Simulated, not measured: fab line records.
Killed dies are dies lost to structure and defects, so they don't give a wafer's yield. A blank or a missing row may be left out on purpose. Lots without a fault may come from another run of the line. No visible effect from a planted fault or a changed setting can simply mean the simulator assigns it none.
Chamber matching | flow n5_finfet | N5_DUMMY_REMOVAL_HM_STRIP_01 on rie_diel-03 has 4 sister chambers
The step strips SiNx in CH3F/O2, stops on poly-Si, target depth 4 nm, time 6.8 s. 4 wafers are shown with their chamber, then 12 later ones without.

WAFERS PAIRED WITH THEIR CHAMBERS
wafer  | chamber | showerhead_plenum_p_Torr (Torr)
L083.6 | 0       | 2.10
L089.4 | 3       | 2.08
L090.4 | 1       | 2.00
L090.5 | 2       | 1.91

WAFERS WITHOUT THEIR CHAMBER
wafer  | showerhead_plenum_p_Torr (Torr)
L093.1 | 2.10
L093.3 | 2.00
L093.5 | 2.08
L096.1 | 1.99
L096.2 | 2.08
L096.3 | 1.91
L095.1 | 2.08
L095.2 | 1.91
L095.4 | 1.99
L097.4 | 1.91
L097.5 | 2.08
L097.6 | 2.09

THE CHAMBER EACH PASSED THROUGH
wafer  | from the rows above     | in truth
L093.1 | 0                       | 0
L093.3 | 1                       | 1
L093.5 | 3                       | 3
L096.1 | 1                       | 1
L096.2 | 3                       | 3
L096.3 | 2                       | 2
L095.1 | 3                       | 3
L095.2 | 2                       | 2
L095.4 | 1                       | 1
L097.4 | 2                       | 2
L097.5 | 3                       | 3
L097.6 | can't be placed: 3 or 0 | 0
Placed correctly: 11 of 12. Cannot be placed on the basis of these rows: 1; the candidates contain the true chamber in 1. Wrongly placed: 0.
How it was worked out, from the rows above alone: a wafer's distance from a chamber is the root of the sum, over the readings, of the square of ((its reading less the chamber's mean) divided by the reading's scatter). If the next closest chamber is less than 2 further off than the closest, the wafer can't be placed; otherwise it belongs to the closest. A chamber's mean is the mean of its shown wafers. The scatter: with one shown wafer a chamber, the root of the mean of the squares of how far each hidden wafer lies from its nearest shown one.
